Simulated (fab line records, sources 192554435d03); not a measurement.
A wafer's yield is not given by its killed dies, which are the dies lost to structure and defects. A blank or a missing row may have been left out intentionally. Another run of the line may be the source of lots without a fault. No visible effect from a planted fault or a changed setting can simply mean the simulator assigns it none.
fab line records :: flow n5Finfet :: part 2 of 2: steps 20 to 25 of 25
record:
  lots: 5
  wafers: 15
  lastDay: 15
route steps=1938 shown FIN_SAQP@153 FIN_CUT@154
lots untouched by any fault: they come from a run of this same line in which no faults occurred
startH: hours from the record's first day to the start of the lot's first wafer shown :: waitH: how many hours have passed since the lot's step before this one :: " repeats the value in the row above :: L1.1+2: a single row standing in for several wafers :: - either no value or no given start :: * or withheld: withheld :: < > ~ a bound
route shown NAME@n: NAME is a module with steps in the file, n the number in the route of the first one :: usual: the fault-free wafers' mean and standard deviation :: same: alike in all rows :: chamber/n: place in a boat :: sites: each site's reading :: _std_site: standard deviation of those values :: _edge_site: outer sites' mean less inner sites' :: radiusMm: how far each site lies from the wafer's centre :: mask NAME#n: copy n :: behind: the tool/chamber that last shaped the wafer :: hold: cause of the lot's hold/its duration in hours/its outcome :: device: names the non-switching transistor (n, p or np) :: end of line: tests run on the same wafers once the route is complete :: a step without rows: its recipe alone :: killed: dies that structure and defects cost at the first sort, which is not the same as the wafer's yield :: map: shows each die of a wafer: x if killed, . if not, _ if none is there
set.NAME: the setting the step ran with; set.NAME@STEP: the setting that earlier step ran with :: model.NAME: the simulator's own value behind a step, which no gauge read
a table for each step, a row for each wafer; lots at some steps of the route
services: when a tool's chamber went out of use (startH, in hours from the record's first day, below 0 if earlier), for how many hours, and the reason
== steps ==
step: N5_FIN_CUT_STRIP_24
recipe:
  chemistry: CF4
  resist: SiARC
  powerW: 300
  biasPowerW: 75
  pressureMtorr: 50
  cf4FlowSccm: 150
  rfFrequencyHz: 6e+07
usual:
  drypumpMotorCurrentA: 5.8/0.47
  oesProductAu: 0.77/0.063
  rfVppV: 271.1/1.6
  showerheadPlenumPTorr: 1.79/0.067
  throttleValvePct: 13.72/0.22
lot.wafer: L075.1
tool: rieDiel-03
chamber: 0
startH: 33.04
waitH: 0.0
drypumpMotorCurrentA: 5.9
oesProductAu: 0.85
rfHoursCounterH: 52
rfVppV: 272.1
showerheadPlenumPTorr: 1.82
throttleValvePct: 13.48

lot.wafer: L075.3
tool: rieDiel-03
chamber: 3
startH: 33.04
waitH: 0.0
drypumpMotorCurrentA: 5.7
oesProductAu: 0.75
rfHoursCounterH: 143
rfVppV: 272.6
showerheadPlenumPTorr: 1.81
throttleValvePct: 13.70

lot.wafer: L075.4
tool: rieDiel-03
chamber: 2
startH: 33.04
waitH: 0.0
drypumpMotorCurrentA: 6.1
oesProductAu: 0.75
rfHoursCounterH: 181
rfVppV: 273.0
showerheadPlenumPTorr: 1.87
throttleValvePct: 13.87

lot.wafer: L078.1
tool: rieDiel-06
chamber: 0
startH: 51.85
waitH: 0.0
drypumpMotorCurrentA: 5.8
oesProductAu: 0.72
rfHoursCounterH: 201
rfVppV: 274.0
showerheadPlenumPTorr: 1.86
throttleValvePct: 14.12

lot.wafer: L078.2
tool: rieDiel-06
chamber: 3
startH: 51.85
waitH: 0.0
drypumpMotorCurrentA: 5.9
oesProductAu: 0.89
rfHoursCounterH: 40
rfVppV: 270.7
showerheadPlenumPTorr: 1.75
throttleValvePct: 13.50

lot.wafer: L078.6
tool: rieDiel-06
chamber: 2
startH: 51.85
waitH: 0.0
drypumpMotorCurrentA: 5.4
oesProductAu: 0.74
rfHoursCounterH: -
rfVppV: 267.8
showerheadPlenumPTorr: 1.71
throttleValvePct: 13.72

lot.wafer: L082.1
tool: rieDiel-06
chamber: 3
startH: 76.52
waitH: 0.0
drypumpMotorCurrentA: 5.9
oesProductAu: 0.88
rfHoursCounterH: 46
rfVppV: 270.2
showerheadPlenumPTorr: 1.75
throttleValvePct: 13.51

lot.wafer: L082.3
tool: rieDiel-06
chamber: 1
startH: 76.52
waitH: 0.0
drypumpMotorCurrentA: 6.3
oesProductAu: 0.79
rfHoursCounterH: 119
rfVppV: 272.5
showerheadPlenumPTorr: 1.86
throttleValvePct: 13.78

lot.wafer: L082.6
tool: rieDiel-06
chamber: 1
startH: 76.52
waitH: 0.0
drypumpMotorCurrentA: 6.3
oesProductAu: 0.79
rfHoursCounterH: -
rfVppV: 272.3
showerheadPlenumPTorr: 1.86
throttleValvePct: 13.78

lot.wafer: L086.2
tool: rieDiel-06
chamber: 2
startH: 101.03
waitH: 0.0
drypumpMotorCurrentA: 5.4
oesProductAu: 0.72
rfHoursCounterH: 208
rfVppV: 269.4
showerheadPlenumPTorr: 1.70
throttleValvePct: 13.76

lot.wafer: L086.4
tool: rieDiel-06
chamber: 1
startH: 101.03
waitH: 0.0
drypumpMotorCurrentA: 6.3
oesProductAu: 0.78
rfHoursCounterH: -
rfVppV: 270.7
showerheadPlenumPTorr: 1.86
throttleValvePct: 13.80

lot.wafer: L086.6
tool: rieDiel-06
chamber: 2
startH: 101.03
waitH: 0.0
drypumpMotorCurrentA: 5.5
oesProductAu: 0.72
rfHoursCounterH: -
rfVppV: 269.2
showerheadPlenumPTorr: 1.70
throttleValvePct: 13.78

lot.wafer: L089.2
tool: rieDiel-05
chamber: 0
startH: 117.04
waitH: 0.0
drypumpMotorCurrentA: 6.8
oesProductAu: 0.85
rfHoursCounterH: 74
rfVppV: 273.1
showerheadPlenumPTorr: 1.89
throttleValvePct: 13.35

lot.wafer: L089.3
tool: rieDiel-05
chamber: 2
startH: 117.04
waitH: 0.0
drypumpMotorCurrentA: 5.0
oesProductAu: 0.91
rfHoursCounterH: 14
rfVppV: 270.7
showerheadPlenumPTorr: 1.76
throttleValvePct: 13.51

lot.wafer: L089.6
tool: rieDiel-05
chamber: 0
startH: 117.04
waitH: 0.0
drypumpMotorCurrentA: 6.8
oesProductAu: 0.84
rfHoursCounterH: -
rfVppV: 272.2
showerheadPlenumPTorr: 1.89
throttleValvePct: 13.35
step: N5_FIN_CUT_CUT_ETCH_26
recipe:
  chemistry: CH3F/O2
  target: SiNx
  targetDepthA: 390
  maskMaterial: SOC
  timeS: 55.7
  pressureMtorr: 30
  sourceW: 395
  biasW: 73
  Ar_flow_sccm: 150
  CH3F_flow_sccm: 30
  O2_flow_sccm: 20
  ionEnergyEv: 120
usual:
  drypumpMotorCurrentA: 5.8/0.48
  oes_ar_750_au: 0.78/0.062
  oesProductAu: 0.78/0.067
  rfVppV: 300/4.2
  showerheadPlenumPTorr: 2.01/0.078
  throttleValvePct: 16.53/0.19
lot.wafer: L075.1
tool: rieDiel-03
chamber: 0
startH: 33.06
waitH: 0.0
drypumpMotorCurrentA: 5.9
oes_ar_750_au: 0.85
oesProductAu: 0.88
rfHoursCounterH: 52
rfVppV: 302
showerheadPlenumPTorr: 2.05
throttleValvePct: 16.38

lot.wafer: L075.3
tool: rieDiel-03
chamber: 3
startH: 33.06
waitH: 0.0
drypumpMotorCurrentA: 5.7
oes_ar_750_au: 0.77
oesProductAu: 0.76
rfHoursCounterH: 144
rfVppV: 292
showerheadPlenumPTorr: 2.01
throttleValvePct: 16.43

lot.wafer: L075.4
tool: rieDiel-03
chamber: 2
startH: 33.06
waitH: 0.0
drypumpMotorCurrentA: 6.1
oes_ar_750_au: 0.74
oesProductAu: 0.74
rfHoursCounterH: 181
rfVppV: 299
showerheadPlenumPTorr: 2.07
throttleValvePct: 16.56

lot.wafer: L078.1
tool: rieDiel-06
chamber: 0
startH: 51.87
waitH: 0.0
drypumpMotorCurrentA: 5.8
oes_ar_750_au: 0.72
oesProductAu: 0.71
rfHoursCounterH: 201
rfVppV: 302
showerheadPlenumPTorr: 2.07
throttleValvePct: 16.83

lot.wafer: L078.2
tool: rieDiel-06
chamber: 3
startH: 51.87
waitH: 0.0
drypumpMotorCurrentA: 5.9
oes_ar_750_au: 0.89
oesProductAu: 0.89
rfHoursCounterH: 40
rfVppV: 297
showerheadPlenumPTorr: 1.96
throttleValvePct: 16.36

lot.wafer: L078.6
tool: rieDiel-06
chamber: 2
startH: 51.87
waitH: 0.0
drypumpMotorCurrentA: 5.5
oes_ar_750_au: 0.76
oesProductAu: 0.75
rfHoursCounterH: -
rfVppV: 295
showerheadPlenumPTorr: 1.91
throttleValvePct: 16.57

lot.wafer: L082.1
tool: rieDiel-06
chamber: 3
startH: 76.54
waitH: 0.0
drypumpMotorCurrentA: 5.9
oes_ar_750_au: 0.88
oesProductAu: 0.88
rfHoursCounterH: 46
rfVppV: 299
showerheadPlenumPTorr: 1.96
throttleValvePct: 16.38

lot.wafer: L082.3
tool: rieDiel-06
chamber: 1
startH: 76.54
waitH: 0.0
drypumpMotorCurrentA: 6.4
oes_ar_750_au: 0.79
oesProductAu: 0.80
rfHoursCounterH: 119
rfVppV: 306
showerheadPlenumPTorr: 2.09
throttleValvePct: 16.63

lot.wafer: L082.6
tool: rieDiel-06
chamber: 1
startH: 76.54
waitH: 0.0
drypumpMotorCurrentA: 6.4
oes_ar_750_au: 0.79
oesProductAu: 0.79
rfHoursCounterH: -
rfVppV: 305
showerheadPlenumPTorr: 2.09
throttleValvePct: 16.67

lot.wafer: L086.2
tool: rieDiel-06
chamber: 2
startH: 101.05
waitH: 0.0
drypumpMotorCurrentA: 5.4
oes_ar_750_au: 0.75
oesProductAu: 0.74
rfHoursCounterH: 208
rfVppV: 295
showerheadPlenumPTorr: 1.91
throttleValvePct: 16.61

lot.wafer: L086.4
tool: rieDiel-06
chamber: 1
startH: 101.05
waitH: 0.0
drypumpMotorCurrentA: 6.3
oes_ar_750_au: 0.78
oesProductAu: 0.78
rfHoursCounterH: -
rfVppV: 305
showerheadPlenumPTorr: 2.09
throttleValvePct: 16.66

lot.wafer: L086.6
tool: rieDiel-06
chamber: 2
startH: 101.05
waitH: 0.0
drypumpMotorCurrentA: 5.4
oes_ar_750_au: 0.75
oesProductAu: 0.73
rfHoursCounterH: -
rfVppV: 294
showerheadPlenumPTorr: 1.91
throttleValvePct: 16.62

lot.wafer: L089.2
tool: rieDiel-05
chamber: 0
startH: 117.06
waitH: 0.0
drypumpMotorCurrentA: 6.8
oes_ar_750_au: 0.84
oesProductAu: 0.85
rfHoursCounterH: 74
rfVppV: 306
showerheadPlenumPTorr: 2.12
throttleValvePct: 16.19

lot.wafer: L089.3
tool: rieDiel-05
chamber: 2
startH: 117.06
waitH: 0.0
drypumpMotorCurrentA: 5.1
oes_ar_750_au: 0.94
oesProductAu: 0.94
rfHoursCounterH: 14
rfVppV: 300
showerheadPlenumPTorr: 1.97
throttleValvePct: 16.40

lot.wafer: L089.6
tool: rieDiel-05
chamber: 0
startH: 117.06
waitH: 0.0
drypumpMotorCurrentA: 6.8
oes_ar_750_au: 0.86
oesProductAu: 0.86
rfHoursCounterH: -
rfVppV: 305
showerheadPlenumPTorr: 2.12
throttleValvePct: 16.18
step: N5_FIN_CUT_CUT_ETCH_27
recipe:
  chemistry: CHF3/O2
  target: SiO2
  targetDepthA: 40
  maskMaterial: SOC
  overetchA: 20
  timeS: 4.9
  pressureMtorr: 30
  sourceW: 650
  biasW: 170
  Ar_flow_sccm: 200
  CHF3_flow_sccm: 50
  O2_flow_sccm: 5
  ionEnergyEv: 200
usual:
  drypumpMotorCurrentA: 5.8/0.47
  oes_ar_750_au: 0.78/0.062
  oesProductAu: 0.62/0.051
  rfVppV: 529/7.8
  showerheadPlenumPTorr: 2.42/0.09
  throttleValvePct: 19.02/0.19
lot.wafer: L075.1
tool: rieDiel-03
chamber: 0
startH: 33.11
waitH: 0.0
drypumpMotorCurrentA: 5.9
oes_ar_750_au: 0.86
oesProductAu: 0.68
rfHoursCounterH: 52
rfVppV: 529
showerheadPlenumPTorr: 2.46
throttleValvePct: 18.83

lot.wafer: L075.3
tool: rieDiel-03
chamber: 3
startH: 33.11
waitH: 0.0
drypumpMotorCurrentA: 5.6
oes_ar_750_au: 0.76
oesProductAu: 0.60
rfHoursCounterH: 144
rfVppV: 515
showerheadPlenumPTorr: 2.42
throttleValvePct: 18.93

lot.wafer: L075.4
tool: rieDiel-03
chamber: 2
startH: 33.11
waitH: 0.0
drypumpMotorCurrentA: 6.1
oes_ar_750_au: 0.74
oesProductAu: 0.59
rfHoursCounterH: 181
rfVppV: 524
showerheadPlenumPTorr: 2.49
throttleValvePct: 19.01

lot.wafer: L078.1
tool: rieDiel-06
chamber: 0
startH: 51.91
waitH: 0.0
drypumpMotorCurrentA: 5.8
oes_ar_750_au: 0.71
oesProductAu: 0.58
rfHoursCounterH: 201
rfVppV: 535
showerheadPlenumPTorr: 2.49
throttleValvePct: 19.33

lot.wafer: L078.2
tool: rieDiel-06
chamber: 3
startH: 51.91
waitH: 0.0
drypumpMotorCurrentA: 5.9
oes_ar_750_au: 0.88
oesProductAu: 0.71
rfHoursCounterH: 40
rfVppV: 526
showerheadPlenumPTorr: 2.37
throttleValvePct: 18.87

lot.wafer: L078.6
tool: rieDiel-06
chamber: 2
startH: 51.91
waitH: 0.0
drypumpMotorCurrentA: 5.4
oes_ar_750_au: 0.76
oesProductAu: 0.59
rfHoursCounterH: -
rfVppV: 520
showerheadPlenumPTorr: 2.31
throttleValvePct: 19.07

lot.wafer: L082.1
tool: rieDiel-06
chamber: 3
startH: 76.59
waitH: 0.0
drypumpMotorCurrentA: 5.9
oes_ar_750_au: 0.87
oesProductAu: 0.70
rfHoursCounterH: 46
rfVppV: 526
showerheadPlenumPTorr: 2.36
throttleValvePct: 18.88

lot.wafer: L082.3
tool: rieDiel-06
chamber: 1
startH: 76.59
waitH: 0.0
drypumpMotorCurrentA: 6.3
oes_ar_750_au: 0.79
oesProductAu: 0.63
rfHoursCounterH: 119
rfVppV: 538
showerheadPlenumPTorr: 2.52
throttleValvePct: 19.16

lot.wafer: L082.6
tool: rieDiel-06
chamber: 1
startH: 76.59
waitH: 0.0
drypumpMotorCurrentA: 6.3
oes_ar_750_au: 0.79
oesProductAu: 0.64
rfHoursCounterH: -
rfVppV: 538
showerheadPlenumPTorr: 2.52
throttleValvePct: 19.16

lot.wafer: L086.2
tool: rieDiel-06
chamber: 2
startH: 101.09
waitH: 0.0
drypumpMotorCurrentA: 5.4
oes_ar_750_au: 0.74
oesProductAu: 0.58
rfHoursCounterH: 208
rfVppV: 518
showerheadPlenumPTorr: 2.31
throttleValvePct: 19.09

lot.wafer: L086.4
tool: rieDiel-06
chamber: 1
startH: 101.09
waitH: 0.0
drypumpMotorCurrentA: 6.3
oes_ar_750_au: 0.78
oesProductAu: 0.63
rfHoursCounterH: -
rfVppV: 540
showerheadPlenumPTorr: 2.51
throttleValvePct: 19.14

lot.wafer: L086.6
tool: rieDiel-06
chamber: 2
startH: 101.09
waitH: 0.0
drypumpMotorCurrentA: 5.4
oes_ar_750_au: 0.75
oesProductAu: 0.58
rfHoursCounterH: -
rfVppV: 519
showerheadPlenumPTorr: 2.31
throttleValvePct: 19.09

lot.wafer: L089.2
tool: rieDiel-05
chamber: 0
startH: 117.11
waitH: 0.0
drypumpMotorCurrentA: 6.8
oes_ar_750_au: 0.84
oesProductAu: 0.68
rfHoursCounterH: 74
rfVppV: 539
showerheadPlenumPTorr: 2.55
throttleValvePct: 18.69

lot.wafer: L089.3
tool: rieDiel-05
chamber: 2
startH: 117.11
waitH: 0.0
drypumpMotorCurrentA: 5.0
oes_ar_750_au: 0.93
oesProductAu: 0.73
rfHoursCounterH: 14
rfVppV: 527
showerheadPlenumPTorr: 2.37
throttleValvePct: 18.92

lot.wafer: L089.6
tool: rieDiel-05
chamber: 0
startH: 117.11
waitH: 0.0
drypumpMotorCurrentA: 6.8
oes_ar_750_au: 0.84
oesProductAu: 0.68
rfHoursCounterH: -
rfVppV: 540
showerheadPlenumPTorr: 2.55
throttleValvePct: 18.69
step: N5_FIN_CUT_PRECLEAN_35
recipe:
  timeS: 13.3
  tempC: 45
  pressureTorr: 125
  pHfTorr: 3
  pCoreactantTorr: 25
  chemistry: vHF
usual:
  drypumpMotorCurrentA: 5.6/0.39
lot.wafer: L075.1
tool: vaporEtch-02
chamber: 1
startH: 33.18
waitH: 0.0
drypumpMotorCurrentA: 6.2

lot.wafer: L075.3
tool: vaporEtch-02
chamber: 0
startH: 33.18
waitH: 0.0
drypumpMotorCurrentA: 5.3

lot.wafer: L075.4
tool: vaporEtch-02
chamber: 1
startH: 33.18
waitH: 0.0
drypumpMotorCurrentA: 6.2

lot.wafer: L078.1
tool: vaporEtch-01
chamber: 0
startH: 51.98
waitH: 0.0
drypumpMotorCurrentA: 5.2

lot.wafer: L078.2
tool: vaporEtch-01
chamber: 1
startH: 51.98
waitH: 0.0
drypumpMotorCurrentA: 5.6

lot.wafer: L078.6
tool: vaporEtch-01
chamber: 0
startH: 51.98
waitH: 0.0
drypumpMotorCurrentA: 5.2

lot.wafer: L082.1
tool: vaporEtch-01
chamber: 1
startH: 76.66
waitH: 0.0
drypumpMotorCurrentA: 5.6

lot.wafer: L082.3
tool: vaporEtch-01
chamber: 0
startH: 76.66
waitH: 0.0
drypumpMotorCurrentA: 5.2

lot.wafer: L082.6
tool: vaporEtch-01
chamber: 1
startH: 76.66
waitH: 0.0
drypumpMotorCurrentA: 5.6

lot.wafer: L086.2
tool: vaporEtch-01
chamber: 0
startH: 101.16
waitH: 0.0
drypumpMotorCurrentA: 5.2

lot.wafer: L086.4
tool: vaporEtch-01
chamber: 0
startH: 101.16
waitH: 0.0
drypumpMotorCurrentA: 5.2

lot.wafer: L086.6
tool: vaporEtch-01
chamber: 0
startH: 101.16
waitH: 0.0
drypumpMotorCurrentA: 5.2

lot.wafer: L089.2
tool: vaporEtch-01
chamber: 0
startH: 117.17
waitH: 0.0
drypumpMotorCurrentA: 5.2

lot.wafer: L089.3
tool: vaporEtch-01
chamber: 0
startH: 117.17
waitH: 0.0
drypumpMotorCurrentA: 5.2

lot.wafer: L089.6
tool: vaporEtch-01
chamber: 0
startH: 117.17
waitH: 0.0
drypumpMotorCurrentA: 5.2
step: N5_FIN_CUT_CUT_ETCH_15
recipe:
  chemistry: HBr/Cl2/O2
  target: Si
  targetDepthA: 1000
  btTimeS: 10
  maskMaterial: SOC
  timeS: 42.4
  ionEnergyEv: *
  biasW: *
  pressureMtorr: 10
  icpW: 800
  HBr_flow_sccm: 150
  Cl2_flow_sccm: 80
  O2_flow_sccm: 12
usual:
  drypumpMotorCurrentA: 5.9/0.36
  oesProductAu: 1.003/0.012
  throttleValvePct: 37.3/0.39
lot.wafer: L075.1
tool: rieSi-06
chamber: 2
startH: 33.26
waitH: 0.1
drypumpMotorCurrentA: 6.4
oesProductAu: 1.013
rfHoursCounterH: 154
throttleValvePct: 37.8

lot.wafer: L075.3
tool: rieSi-06
chamber: 0
startH: 33.26
waitH: 0.1
drypumpMotorCurrentA: 5.8
oesProductAu: 0.997
rfHoursCounterH: 5
throttleValvePct: 36.8

lot.wafer: L075.4
tool: rieSi-06
chamber: 3
startH: 33.26
waitH: 0.1
drypumpMotorCurrentA: 6.0
oesProductAu: 1.025
rfHoursCounterH: 33
throttleValvePct: 37.2

lot.wafer: L078.1
tool: rieSi-05
chamber: 1
startH: 52.06
waitH: 0.1
drypumpMotorCurrentA: 5.3
oesProductAu: 0.993
rfHoursCounterH: 147
throttleValvePct: 37.1

lot.wafer: L078.2
tool: rieSi-05
chamber: 0
startH: 52.06
waitH: 0.1
drypumpMotorCurrentA: 5.8
oesProductAu: 1.005
rfHoursCounterH: 81
throttleValvePct: 37.2

lot.wafer: L078.6
tool: rieSi-05
chamber: 0
startH: 52.06
waitH: 0.1
drypumpMotorCurrentA: 5.8
oesProductAu: 1.014
rfHoursCounterH: -
throttleValvePct: 37.1

lot.wafer: L082.1
tool: rieSi-06
chamber: 3
startH: 76.74
waitH: 0.1
drypumpMotorCurrentA: 6.0
oesProductAu: 1.020
rfHoursCounterH: 33
throttleValvePct: 37.2

lot.wafer: L082.3
tool: rieSi-06
chamber: 2
startH: 76.74
waitH: 0.1
drypumpMotorCurrentA: 6.4
oesProductAu: 1.018
rfHoursCounterH: 155
throttleValvePct: 37.8

lot.wafer: L082.6
tool: rieSi-06
chamber: 3
startH: 76.74
waitH: 0.1
drypumpMotorCurrentA: 6.0
oesProductAu: 1.021
rfHoursCounterH: -
throttleValvePct: 37.2

lot.wafer: L086.2
tool: rieSi-05
chamber: 1
startH: 101.24
waitH: 0.1
drypumpMotorCurrentA: 5.3
oesProductAu: 0.981
rfHoursCounterH: 148
throttleValvePct: 37.1

lot.wafer: L086.4
tool: rieSi-05
chamber: 0
startH: 101.24
waitH: 0.1
drypumpMotorCurrentA: 5.8
oesProductAu: 1.010
rfHoursCounterH: 82
throttleValvePct: 37.1

lot.wafer: L086.6
tool: rieSi-05
chamber: 0
startH: 101.24
waitH: 0.1
drypumpMotorCurrentA: 5.8
oesProductAu: 1.005
rfHoursCounterH: -
throttleValvePct: 37.1

lot.wafer: L089.2
tool: rieSi-06
chamber: 2
startH: 117.26
waitH: 0.1
drypumpMotorCurrentA: 6.4
oesProductAu: 1.001
rfHoursCounterH: 155
throttleValvePct: 37.8

lot.wafer: L089.3
tool: rieSi-06
chamber: 0
startH: 117.26
waitH: 0.1
drypumpMotorCurrentA: 5.8
oesProductAu: 1.007
rfHoursCounterH: 7
throttleValvePct: 36.8

lot.wafer: L089.6
tool: rieSi-06
chamber: 2
startH: 117.26
waitH: 0.1
drypumpMotorCurrentA: 6.4
oesProductAu: 1.013
rfHoursCounterH: -
throttleValvePct: 37.8
step: N5_FIN_CUT_CUT_ETCH_28
recipe:
  chemistry: HBr/Cl2/O2
  target: Si
  targetDepthA: 60
  maskMaterial: SOC
  timeS: 2.4
  ionEnergyEv: *
  biasW: *
  pressureMtorr: 10
  icpW: 800
  HBr_flow_sccm: 150
  Cl2_flow_sccm: 80
  O2_flow_sccm: 12
usual:
  drypumpMotorCurrentA: 5.9/0.36
  oesProductAu: 1.003/0.012
  throttleValvePct: 37.3/0.39
lot.wafer: L075.1
tool: rieSi-06
chamber: 2
startH: 33.31
waitH: 0.0
drypumpMotorCurrentA: 6.4
oesProductAu: 1.016
rfHoursCounterH: 154
throttleValvePct: 37.8

lot.wafer: L075.3
tool: rieSi-06
chamber: 0
startH: 33.31
waitH: 0.0
drypumpMotorCurrentA: 5.8
oesProductAu: 0.997
rfHoursCounterH: 5
throttleValvePct: 36.8

lot.wafer: L075.4
tool: rieSi-06
chamber: 3
startH: 33.31
waitH: 0.0
drypumpMotorCurrentA: 6.0
oesProductAu: 1.012
rfHoursCounterH: 33
throttleValvePct: 37.2

lot.wafer: L078.1
tool: rieSi-05
chamber: 1
startH: 52.11
waitH: 0.0
drypumpMotorCurrentA: 5.3
oesProductAu: 0.993
rfHoursCounterH: 147
throttleValvePct: 37.1

lot.wafer: L078.2
tool: rieSi-05
chamber: 0
startH: 52.11
waitH: 0.0
drypumpMotorCurrentA: 5.8
oesProductAu: 1.010
rfHoursCounterH: 81
throttleValvePct: 37.1

lot.wafer: L078.6
tool: rieSi-05
chamber: 0
startH: 52.11
waitH: 0.0
drypumpMotorCurrentA: 5.8
oesProductAu: 1.008
rfHoursCounterH: -
throttleValvePct: 37.1

lot.wafer: L082.1
tool: rieSi-06
chamber: 3
startH: 76.79
waitH: 0.0
drypumpMotorCurrentA: 6.0
oesProductAu: 1.020
rfHoursCounterH: 34
throttleValvePct: 37.2

lot.wafer: L082.3
tool: rieSi-06
chamber: 2
startH: 76.79
waitH: 0.0
drypumpMotorCurrentA: 6.4
oesProductAu: 1.019
rfHoursCounterH: 155
throttleValvePct: 37.8

lot.wafer: L082.6
tool: rieSi-06
chamber: 3
startH: 76.79
waitH: 0.0
drypumpMotorCurrentA: 6.0
oesProductAu: 1.009
rfHoursCounterH: -
throttleValvePct: 37.2

lot.wafer: L086.2
tool: rieSi-05
chamber: 1
startH: 101.29
waitH: 0.0
drypumpMotorCurrentA: 5.3
oesProductAu: 0.990
rfHoursCounterH: 148
throttleValvePct: 37.1

lot.wafer: L086.4
tool: rieSi-05
chamber: 0
startH: 101.29
waitH: 0.0
drypumpMotorCurrentA: 5.8
oesProductAu: 1.004
rfHoursCounterH: 82
throttleValvePct: 37.1

lot.wafer: L086.6
tool: rieSi-05
chamber: 0
startH: 101.29
waitH: 0.0
drypumpMotorCurrentA: 5.8
oesProductAu: 1.007
rfHoursCounterH: -
throttleValvePct: 37.1

lot.wafer: L089.2
tool: rieSi-06
chamber: 2
startH: 117.31
waitH: 0.0
drypumpMotorCurrentA: 6.4
oesProductAu: 1.004
rfHoursCounterH: 155
throttleValvePct: 37.8

lot.wafer: L089.3
tool: rieSi-06
chamber: 0
startH: 117.31
waitH: 0.0
drypumpMotorCurrentA: 5.8
oesProductAu: 0.999
rfHoursCounterH: 7
throttleValvePct: 36.8

lot.wafer: L089.6
tool: rieSi-06
chamber: 2
startH: 117.31
waitH: 0.0
drypumpMotorCurrentA: 6.4
oesProductAu: 1.015
rfHoursCounterH: -
throttleValvePct: 37.8
== services ==
tool: euvScanner-01
chamber: -
startH: 15.33
hours: 1.0
kind: pm

tool: euvScanner-01
chamber: 0
startH: 19.40
hours: -
kind: calibration

tool: rieSi-06
chamber: 2
startH: 20.91
hours: 8.1
kind: repair

tool: euvScanner-01
chamber: -
startH: 21.86
hours: 0.8
kind: repair

tool: rieDiel-05
chamber: 0
startH: 28.35
hours: 1.7
kind: repair

tool: euvScanner-02
chamber: -
startH: 30.03
hours: 4.6
kind: pm

tool: rieDiel-05
chamber: 1
startH: 44.15
hours: 5.6
kind: repair

tool: euvScanner-02
chamber: -
startH: 54.72
hours: 1.0
kind: pm

tool: lithoTrack-01
chamber: -
startH: 55.79
hours: -
kind: consumableReplace:filter

tool: rieDiel-05
chamber: 2
startH: 58.53
hours: -
kind: clean

tool: rieDiel-05
chamber: 2
startH: 58.53
hours: -
kind: consumableReplace:focusRing

tool: rieDiel-05
chamber: 2
startH: 58.53
hours: 9.1
kind: scheduledDown

tool: rieDiel-05
chamber: 2
startH: 58.53
hours: 9.1
kind: ventCycle

tool: rieDiel-05
chamber: 0
startH: 62.71
hours: 3.0
kind: repair

tool: rieSi-05
chamber: 1
startH: 65.71
hours: 22.7
kind: repair

tool: vaporEtch-02
chamber: -
startH: 67.72
hours: 1.4
kind: repair

tool: euvScanner-01
chamber: -
startH: 71.48
hours: 1.0
kind: pm

tool: rieDiel-06
chamber: 1
startH: 79.24
hours: 2.5
kind: repair

tool: rieDiel-06
chamber: 3
startH: 91.35
hours: 10.4
kind: repair

tool: euvScanner-02
chamber: -
startH: 92.80
hours: 5.8
kind: pm

tool: rieSi-06
chamber: -
startH: 101.37
hours: 0.1
kind: repair

tool: euvScanner-02
chamber: -
startH: 103.18
hours: 0.4
kind: repair

tool: euvScanner-02
chamber: -
startH: 110.87
hours: 1.0
kind: pm

tool: rieDiel-03
chamber: 1
startH: 111.25
hours: 11.3
kind: repair
